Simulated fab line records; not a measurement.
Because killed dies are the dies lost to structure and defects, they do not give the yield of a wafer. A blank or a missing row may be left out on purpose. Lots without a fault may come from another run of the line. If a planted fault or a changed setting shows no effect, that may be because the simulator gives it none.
fab line records	flow n5_finfet
[record] lots = 7	wafers = 21
route steps=1938 shown BEOL_M14@1716 BEOL_M15@1801 MIM_BOT_ETCH@1866 PASS1_CAP@1873 TV_LITHO@1875 TV_OPEN@1887 PASSIVATION@1930
start_h: the number of hours between the record's first day and the start of the first shown wafer of the lot	wait_h: hours since the lot's step before	" the same as in the row above	L1.1+2: a single row standing in for several wafers	- no value, or no start given	* or withheld: withheld	< > ~ a bound
route shown NAME@n: a module of which the file shows steps, and the number in the route of the first	usual: mean and standard deviation over wafers with no fault	same: alike in all rows	chamber/n: place in a boat	sites: per-site readings	_std_site: the values' standard deviation	_edge_site: the outer-site mean with the inner-site mean subtracted	radius_mm: how far each site lies from the wafer's centre	mask NAME#n: copy n	behind: the tool/chamber that last shaped the wafer	hold: cause of the lot's hold/its duration in hours/its outcome	device: the n, p or np transistor that did not switch	end of line: at the end of the route, the tests of the same wafers	for a step that has no rows: nothing shown but its recipe	killed: not the wafer's yield, but the dies lost to structure and defects at the first sort	map: a wafer's dies, x killed, . not, _ none there
set.NAME: the setting the step ran with; set.NAME@STEP: the setting that earlier step ran with	model.NAME: the simulator's own value behind a step, which no gauge read
lots with deliberately changed settings; one table per step, one row per wafer
[[steps]]
[step N5_BEOL_M14_ILD_DEP_00]
[recipe] material = SiO2	target_thk_a = 11193	temp_c = 400	precursor = TEOS/O2	pressure_torr = 6.5	rf_w = 900	teos_flow_sccm = 161.4	gas = O2	flow_sccm = 2650	time_s = 237.4
lot.wafer	tool	chamber	start_h	wait_h	set.time_s	model.SiO2_of_BEOL_M14_ILD_DEP_00.thk_nm
L077.2	pecvd-04	2	258.56	0.0	237.4	1121
L077.3	"	1	"	"	237.4	1126
L077.6	"	0	"	"	266.9	1277
L075.2	pecvd-01	1	259.50	0.0	237.4	1117
L075.4	"	0	"	"	237.4	1118
L075.6	"	2	"	"	237.4	1102
L085.3	pecvd-04	1	312.49	0.0	218.2	1027
L085.4	"	2	"	"	237.4	1123
L085.6	"	1	"	"	218.2	1036
L087.2	pecvd-04	2	316.90	0.0	237.4	1118
L087.3	"	1	"	"	237.4	1132
L087.6	"	1	"	"	237.4	1151
L090.2	pecvd-04	2	350.85	0.0	237.4	1102
L090.5	"	1	"	"	237.4	1128
L090.6	"	2	"	"	237.4	1127
L094.2	pecvd-01	0	360.04	0.0	262.4	1230
L094.3	"	2	"	"	262.4	1226
L094.6	"	2	"	"	237.4	1119
L096.1	pecvd-04	0	371.82	0.0	237.4	1113
L096.2	"	2	"	"	219.9	1040
L096.4	"	0	"	"	219.9	1055
[step N5_BEOL_M14_THK_MEAS_01]
[recipe] reads = SiO2_of_BEOL_M14_ILD_DEP_00
[usual] M14_ILD_THK = 1119/15
lot.wafer	tool	chamber	start_h	wait_h	set.time_s@BEOL_M14_ILD_DEP_00	M14_ILD_THK[nm]
L077.2	film_metro-01	-	258.75	0.1	237.4	1121
L077.3	"	-	"	"	237.4	1127
L077.6	"	-	"	"	266.9	1278
L075.2	film_metro-01	-	259.69	0.1	237.4	1117
L075.4	"	-	"	"	237.4	1118
L075.6	"	-	"	"	237.4	1101
L085.3	film_metro-02	-	312.68	0.1	218.2	1026
L085.4	"	-	"	"	237.4	1123
L085.6	"	-	"	"	218.2	1037
L087.2	film_metro-01	-	317.09	0.1	237.4	1118
L087.3	"	-	"	"	237.4	1132
L087.6	"	-	"	"	237.4	1151
L090.2	film_metro-01	-	351.04	0.1	237.4	1101
L090.5	"	-	"	"	237.4	1128
L090.6	"	-	"	"	237.4	1127
L094.2	film_metro-01	-	360.23	0.1	262.4	1229
L094.3	"	-	"	"	262.4	1226
L094.6	"	-	"	"	237.4	1118
L096.1	film_metro-02	-	372.01	0.1	237.4	1113
L096.2	"	-	"	"	219.9	1040
L096.4	"	-	"	"	219.9	1054
[step N5_BEOL_M14_COAT_58]
[recipe] resist = BARC	temp_c = 205	time_s = 60	spin_rpm = 1500	resist_thk_nm = 89
[step N5_BEOL_M14_COAT_04]
[recipe] spin_rpm = 1704	resist_thk_nm = 800
[step N5_BEOL_M14_DESCUM_15]
[recipe] chemistry = O2	time_s = 7.9	source_power_w = 50	bias_power_w = 20	pressure_mtorr = 20	rf_frequency_hz = 2.712e+07	temp_c = 40	o2_flow_sccm = 225
[step N5_BEOL_M14_ETCH_59]
[recipe] chemistry = N2/H2	target = BARC	target_depth_a = 890	overetch_a = 267	time_s = 67.9	ion_energy_ev = 200	pressure_mtorr = 30	source_w = 840	bias_w = 150	n2_flow_sccm = 200	h2_flow_sccm = 200
[step N5_BEOL_M14_VIA_ETCH_16]
[recipe] chemistry = C4F8/O2/Ar	target = SiO2	he_inner_torr = 15	he_outer_torr = 30	target_depth_a = 12313	time_s = withheld	ion_energy_ev = 800	pressure_mtorr = 20	source_w = 1905	bias_w = 2040	Ar_flow_sccm = 400	C4F8_flow_sccm = 16	O2_flow_sccm = 12	ends = cleared
lot.wafer	tool	chamber	start_h	wait_h	set.time_s@BEOL_M14_ILD_DEP_00	model.etch.depth_nm	model.coat_of_BEOL_M14_COAT_04.thk_nm
L077.2	rie_diel-01	3	259.36	0.0	*	1121	452.8
L077.3	"	2	"	"	*	1126	453
L077.6	"	1	"	"	*	1277	418.2
L075.2	rie_diel-01	1	260.62	0.0	*	1117	457.4
L075.4	"	3	"	"	*	1118	456.8
L075.6	"	2	"	"	*	1102	463.4
L085.3	rie_diel-06	2	313.28	0.0	*	1027	483
L085.4	"	0	"	"	*	1123	456.6
L085.6	"	2	"	"	*	1036	480
L087.2	rie_diel-06	0	317.57	0.0	*	1118	453.6
L087.3	"	3	"	"	*	1132	447.2
L087.6	"	2	"	"	*	1151	448
L090.2	rie_diel-06	2	351.64	0.0	*	1102	462.6
L090.5	"	1	"	"	*	1128	453.8
L090.6	"	2	"	"	*	1127	457.6
L094.2	rie_diel-06	3	360.71	0.0	*	1230	424.2
L094.3	"	1	"	"	*	1226	428.4
L094.6	"	1	"	"	*	1119	452.8
L096.1	rie_diel-04	2	372.62	0.0	*	1113	454.6
L096.2	"	1	"	"	*	1040	471.4
L096.4	"	1	"	"	*	1055	468.2
[step N5_BEOL_M14_TRENCH_ETCH_34]
[recipe] chemistry = C4F8/O2/Ar	target = SiO2	target_depth_a = 5566.5	mask_material = SOC	he_inner_torr = 15	he_outer_torr = 30	time_s = 126.9	ion_energy_ev = 800	pressure_mtorr = 20	source_w = 1905	bias_w = 2040	Ar_flow_sccm = 400	C4F8_flow_sccm = 16	O2_flow_sccm = 12
[usual] rf_vpp_V = 2208/14
lot.wafer	tool	chamber	start_h	wait_h	set.bias_w	rf_vpp_V
L077.2	rie_diel-04	2	260.65	0.0	2161	2317
L077.3	"	3	"	"	2161	2306
L077.6	"	2	"	"	2040	2228
L075.2	rie_diel-04	3	261.84	0.0	2040	2216
L075.4	"	0	"	"	2040	2205
L075.6	"	3	"	"	2040	2215
L085.3	rie_diel-06	1	314.63	0.0	2040	2185
L085.4	"	0	"	"	2040	2225
L085.6	"	1	"	"	2040	2184
L087.2	rie_diel-06	0	318.92	0.0	2040	2225
L087.3	"	3	"	"	2040	2210
L087.6	"	3	"	"	2040	2209
L090.2	rie_diel-01	3	353.32	0.0	2040	2195
L090.5	"	1	"	"	2040	2186
L090.6	"	0	"	"	2040	2213
L094.2	rie_diel-04	3	362.25	0.0	2040	2250
L094.3	"	1	"	"	2040	2211
L094.6	"	0	"	"	2040	2204
L096.1	rie_diel-04	1	374.52	0.0	2190	2323
L096.2	"	0	"	"	2190	2313
L096.4	"	2	"	"	2040	2224
[step N5_BEOL_M15_PEB_26]
[recipe] peb_temp_c = 130	peb_time_s = 90
lot.wafer	tool	chamber	start_h	wait_h	set.peb_time_s
L077.2+6	litho_track-02	0	265.05	0.0	90
L077.3	"	0	"	"	84.8
L075.2+4+6	litho_track-05	0	271.02	0.0	90
L085.3+4	litho_track-05	0	319.91	0.0	90
L085.6	"	0	"	"	82.66
L087.2+6	litho_track-02	0	325.71	0.0	98.99
L087.3	"	0	"	"	90
L090.2+5+6	litho_track-05	0	357.84	0.0	90
L094.2+6	litho_track-02	0	371.18	0.0	90
L094.3	"	0	"	"	107.1
L096.1+2+4	litho_track-02	0	380.79	0.1	90
[step N5_BEOL_M15_DEVELOP_27]
[recipe] develop_time_s = 45	rinse_liquid = diw	dry = air_spin	dev_temp_c = 21
[step N5_BEOL_M15_HARDBAKE_32]
[recipe] temp_c = 130	time_s = 120
[step N5_BEOL_M15_CD_MEAS_28]
[recipe] target_cd_nm = 407.6	landing_energy_ev = 500	detector = se_inlens
[usual] cd_nm = 408.1/1.6
lot.wafer	tool	chamber	start_h	wait_h	set.peb_time_s@BEOL_M15_PEB_26	cd_nm
L077.2	cd_sem-01	0	265.16	-	90	406.5
L077.3	"	0	"	"	84.8	405.4
L077.6	"	0	"	"	90	407.4
L075.2	cd_sem-02	0	271.14	-	90	410.7
L075.4	"	0	"	"	90	410.4
L075.6	"	0	"	"	90	411.2
L085.3	cd_sem-02	0	320.02	-	90	408.1
L085.4	"	0	"	"	90	407.5
L085.6	"	0	"	"	82.66	405.5
L087.2	cd_sem-02	0	325.83	-	98.99	410.6
L087.3	"	0	"	"	90	407.0
L087.6	"	0	"	"	98.99	407.5
L090.2	cd_sem-02	0	357.95	-	90	407.1
L090.5	"	0	"	"	90	405.6
L090.6	"	0	"	"	90	405.4
L094.2	cd_sem-03	0	371.29	-	90	409.4
L094.3	"	0	"	"	107.1	414.8
L094.6	"	0	"	"	90	408.8
L096.1	cd_sem-03	0	380.90	-	90	409.4
L096.2	"	0	"	"	90	408.1
L096.4	"	0	"	"	90	407.9
[step N5_BEOL_M15_DESCUM_33]
[recipe] chemistry = O2	time_s = 7.9	source_power_w = 50	bias_power_w = 20	pressure_mtorr = 20	rf_frequency_hz = 2.712e+07	temp_c = 40	o2_flow_sccm = 225
lot.wafer	tool	chamber	start_h	wait_h	set.peb_time_s@BEOL_M15_PEB_26	model.BEOL_M15.cd_nm
L077.2	rie_diel-03	3	265.25	0.0	90	406.4
L077.3	"	0	"	"	84.8	405.4
L077.6	"	0	"	"	90	407.4
L075.2	rie_diel-05	3	272.04	0.9	90	410.6
L075.4	"	0	"	"	90	410.4
L075.6	"	3	"	"	90	410.8
L085.3	rie_diel-03	3	320.29	0.2	90	408
L085.4	"	2	"	"	90	407.6
L085.6	"	1	"	"	82.66	405.6
L087.2	rie_diel-02	0	325.92	0.0	98.99	410.6
L087.3	"	3	"	"	90	407
L087.6	"	0	"	"	98.99	407.4
L090.2	rie_diel-05	1	358.47	0.5	90	406.8
L090.5	"	2	"	"	90	405.6
L090.6	"	3	"	"	90	405.4
L094.2+6	rie_diel-02	2	371.51	0.2	90	409.2
L094.3	"	3	"	"	107.1	414.8
L096.1	rie_diel-03	3	381.46	0.5	90	408.8
L096.2	"	0	"	"	90	408.2
L096.4	"	2	"	"	90	408
[step N5_BEOL_M15_TRENCH_ETCH_34]
[recipe] chemistry = C4F8/O2/Ar	target = SiO2	target_depth_a = 8729.3	he_inner_torr = 15	he_outer_torr = 30	time_s = 199	ion_energy_ev = 800	pressure_mtorr = 20	source_w = 1905	bias_w = 2040	Ar_flow_sccm = 400	C4F8_flow_sccm = 16	O2_flow_sccm = 12
[usual] rf_vpp_V = 2213/33
lot.wafer	tool	chamber	start_h	wait_h	set.bias_w	rf_vpp_V
L077.2	rie_diel-03	3	265.34	0.0	1798	2027
L077.3	"	0	"	"	1798	2004
L077.6	"	0	"	"	1798	2001
L075.2	rie_diel-05	3	272.17	0.1	2040	2174
L075.4	"	0	"	"	2040	2227
L075.6	"	3	"	"	2040	2172
L085.3	rie_diel-03	3	320.38	0.0	2040	2216
L085.4	"	2	"	"	2040	2193
L085.6	"	1	"	"	2040	2209
L087.2	rie_diel-02	0	326.00	0.0	2040	2257
L087.3	"	3	"	"	2040	2260
L087.6	"	0	"	"	2040	2258
L090.2	rie_diel-05	1	358.55	0.0	1705	1939
L090.5	"	2	"	"	2040	2286
L090.6	"	3	"	"	2040	2173
L094.2	rie_diel-02	2	371.60	0.0	2040	2172
L094.3	"	3	"	"	2225	2399
L094.6	"	2	"	"	2225	2304
L096.1	rie_diel-03	3	381.54	0.0	1822	2044
L096.2	"	0	"	"	2040	2188
L096.4	"	2	"	"	1822	2022
[step N5_MIM_BOT_ETCH_ETCH_04]
[recipe] chemistry = CF4/O2	target = SiNx	target_depth_a = 260	time_s = 13	ion_energy_ev = 100	pressure_mtorr = 40	source_w = 535	bias_w = 49	Ar_flow_sccm = 100	cf4_flow_sccm = 100	O2_flow_sccm = 10
lot.wafer	tool	chamber	start_h	wait_h	set.time_s	model.etch.depth_nm
L077.2	rie_diel-04	1	274.45	0.0	13	25.3
L077.3	"	0	"	"	13	26.29
L077.6	"	0	"	"	13	26.52
L075.2	rie_diel-01	3	280.00	0.0	13	26.02
L075.4	"	0	"	"	13	26.74
L075.6	"	1	"	"	13	26.05
L085.3	rie_diel-04	0	328.75	0.0	13	26.9
L085.4	"	1	"	"	13	26.32
L085.6	"	0	"	"	13	26.49
L087.2	rie_diel-06	2	334.96	0.0	15.13	30.18
L087.3	"	0	"	"	13	25.67
L087.6	"	2	"	"	13	26.19
L090.2	rie_diel-04	2	369.40	0.0	13	25.88
L090.5	"	0	"	"	13	26.33
L090.6	"	2	"	"	15.06	29.97
L094.2	rie_diel-06	0	379.37	0.0	14.42	28.37
L094.3	"	1	"	"	14.42	29.65
L094.6	"	0	"	"	13	25.71
L096.1	rie_diel-06	2	391.04	0.0	11.74	22.91
L096.2	"	0	"	"	13	25.72
L096.4	"	3	"	"	13	25.31
[step N5_PASSIVATION_PECVD_55]
[recipe] material = SiO2	target_thk_a = 4000	temp_c = 400	precursor = SiH4/N2O	pressure_torr = 2.7	rf_w = 608	time_s = 22.5
lot.wafer	tool	chamber	start_h	wait_h	set.time_s	model.SiO2_of_PASSIVATION_PECVD_55.thk_nm
L077.2	pecvd-02	1	275.48	0.0	22.5	394.2
L077.3	"	1	"	"	24.19	437
L077.6	"	2	"	"	22.5	403.4
L075.2	pecvd-02	1	280.99	0.0	22.5	394.8
L075.4	"	2	"	"	22.5	399.2
L075.6	"	2	"	"	22.5	400.8
L085.3	pecvd-01	0	329.61	0.0	22.5	400.6
L085.4	"	0	"	"	22.5	401.2
L085.6	"	2	"	"	22.5	409.4
L087.2	pecvd-01	2	335.78	0.0	22.5	395.8
L087.3	"	1	"	"	19.87	349.8
L087.6	"	2	"	"	22.5	401.6
L090.2	pecvd-04	2	370.22	0.0	22.5	399.8
L090.5	"	1	"	"	24.73	443.8
L090.6	"	2	"	"	24.73	443.6
L094.2	pecvd-04	0	380.23	0.1	22.5	396.6
L094.3	"	2	"	"	23.79	417.4
L094.6	"	2	"	"	22.5	401.2
L096.1	pecvd-02	1	391.87	0.0	22.5	398
L096.2	"	2	"	"	24.5	440
L096.4	"	2	"	"	22.5	404.4
[step N5_PASSIVATION_PECVD_01]
[recipe] material = SiNx	target_thk_a = 2000	temp_c = 400	precursor = SiH4/NH3/N2	pressure_torr = 4.9	rf_w = 1406	time_s = 43.2
[step N5_PASSIVATION_HMDS_03]
[recipe] time_s = 60	temp_c = 120
[step N5_PASSIVATION_DESCUM_12]
[recipe] chemistry = O2	time_s = 7.9	source_power_w = 50	bias_power_w = 20	pressure_mtorr = 20	rf_frequency_hz = 2.712e+07	temp_c = 40	o2_flow_sccm = 225
[step N5_PASSIVATION_PASS_ETCH_74]
[recipe] chemistry = CF4/O2	target = SiNx	target_depth_a = 2200	time_s = 110	ion_energy_ev = 100	pressure_mtorr = 40	source_w = 535	bias_w = 49	Ar_flow_sccm = 100	cf4_flow_sccm = 100	O2_flow_sccm = 10
[step N5_PASSIVATION_VIA_ETCH_13]
[recipe] chemistry = CHF3/O2	target = SiO2	target_depth_a = 6600	CHF3_flow_sccm = 50	O2_flow_sccm = 5	Ar_flow_sccm = 200	time_s = 330	mask_material = PR	pressure_mtorr = 30	source_w = 650	bias_w = 170	ion_energy_ev = 200	ends = cleared
[usual] etch_rf_on_time_s = 235/4.3
lot.wafer	tool	chamber	start_h	wait_h	set.time_s@PASSIVATION_PECVD_55	etch_rf_on_time_s
L077.2	rie_diel-03	3	276.68	0.0	22.5	238
L077.3	"	2	"	"	24.19	255
L077.6	"	1	"	"	22.5	240
L075.2	rie_diel-05	0	281.88	0.1	22.5	228
L075.4	"	0	"	"	22.5	231
L075.6	"	0	"	"	22.5	233
L085.3	rie_diel-03	0	330.30	0.0	22.5	236
L085.4	"	1	"	"	22.5	237
L085.6	"	3	"	"	22.5	245
L087.2	rie_diel-05	3	336.54	0.0	22.5	232
L087.3	"	0	"	"	19.87	202
L087.6	"	2	"	"	22.5	230
L090.2	rie_diel-02	3	371.08	0.0	22.5	237
L090.5	"	2	"	"	24.73	264
L090.6	"	3	"	"	24.73	264
L094.2	rie_diel-05	1	381.02	0.0	22.5	228
L094.3	"	2	"	"	23.79	240
L094.6	"	3	"	"	22.5	234
L096.1	rie_diel-03	3	394.40	0.0	22.5	232
L096.2	"	0	"	"	24.5	261
L096.4	"	2	"	"	22.5	236
[step N5_PASSIVATION_ETCH_54]
[recipe] chemistry = CHF3/O2	target = SiO2	target_depth_a = 8800	CHF3_flow_sccm = 50	O2_flow_sccm = 5	Ar_flow_sccm = 200	time_s = 440	mask_material = PR	pressure_mtorr = 30	source_w = 650	bias_w = 170	ion_energy_ev = 200
[usual] rf_vpp_V = 519/3.6
lot.wafer	tool	chamber	start_h	wait_h	set.bias_w	rf_vpp_V
L077.2	rie_diel-01	1	280.96	0.1	170	516
L077.3	"	3	"	"	170	518
L077.6	"	1	"	"	170	515
L075.2	rie_diel-06	0	286.53	0.1	170	525
L075.4	"	3	"	"	170	520
L075.6	"	0	"	"	170	525
L085.3	rie_diel-06	1	333.51	0.1	170	512
L085.4	"	3	"	"	170	521
L085.6	"	3	"	"	181.2	548
L087.2	rie_diel-01	2	339.95	0.1	170	522
L087.3	"	3	"	"	185.5	554
L087.6	"	2	"	"	185.5	560
L090.2	rie_diel-01	1	375.15	0.1	189.6	561
L090.5	"	3	"	"	170	516
L090.6	"	0	"	"	189.6	569
L094.2	rie_diel-01	2	384.47	0.1	170	523
L094.3	"	0	"	"	192.7	576
L094.6	"	0	"	"	170	521
L096.1	rie_diel-04	2	397.88	0.1	170	524
L096.2	"	1	"	"	170	522
L096.4	"	2	"	"	170	525
[[key]]
[split] step = N5_BEOL_M14_ILD_DEP_00	setting = time_s	stated = 237.4	by = wafer
[response] step = N5_BEOL_M14_ILD_DEP_00	reading = model.SiO2_of_BEOL_M14_ILD_DEP_00.thk_nm	change = +11.1	per = 1%	r = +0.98
[response] step = N5_BEOL_M14_THK_MEAS_01	reading = M14_ILD_THK	change = +11.2	per = 1%	r = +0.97
[response] step = N5_BEOL_M14_VIA_ETCH_16	reading = model.etch.depth_nm	change = +11.1	per = 1%	r = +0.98
[response] step = N5_BEOL_M14_VIA_ETCH_16	reading = model.coat_of_BEOL_M14_COAT_04.thk_nm	change = -2.66	per = 1%	r = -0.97
[split] step = N5_BEOL_M14_TRENCH_ETCH_34	setting = bias_w	stated = 2040	by = wafer
[response] step = N5_BEOL_M14_TRENCH_ETCH_34	reading = rf_vpp_V	change = +13.3	per = 1%	r = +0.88
[split] step = N5_BEOL_M15_PEB_26	setting = peb_time_s	stated = 90	by = wafer
[response] step = N5_BEOL_M15_CD_MEAS_28	reading = cd_nm	change = +0.278	per = 1%	r = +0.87
[response] step = N5_BEOL_M15_DESCUM_33	reading = model.BEOL_M15.cd_nm	change = +0.273	per = 1%	r = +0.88
[split] step = N5_BEOL_M15_TRENCH_ETCH_34	setting = bias_w	stated = 2040	by = wafer
[response] step = N5_BEOL_M15_TRENCH_ETCH_34	reading = rf_vpp_V	change = +17.3	per = 1%	r = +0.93
[split] step = N5_MIM_BOT_ETCH_ETCH_04	setting = time_s	stated = 13	by = wafer
[response] step = N5_MIM_BOT_ETCH_ETCH_04	reading = model.etch.depth_nm	change = +0.262	per = 1%	r = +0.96
[split] step = N5_PASSIVATION_PECVD_55	setting = time_s	stated = 22.5	by = wafer
[response] step = N5_PASSIVATION_PECVD_55	reading = model.SiO2_of_PASSIVATION_PECVD_55.thk_nm	change = +4.33	per = 1%	r = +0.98
[response] step = N5_PASSIVATION_VIA_ETCH_13	reading = etch_rf_on_time_s	change = *	per = 1%	r = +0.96
[split] step = N5_PASSIVATION_ETCH_54	setting = bias_w	stated = 170	by = wafer
[response] step = N5_PASSIVATION_ETCH_54	reading = rf_vpp_V	change = +4.13	per = 1%	r = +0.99
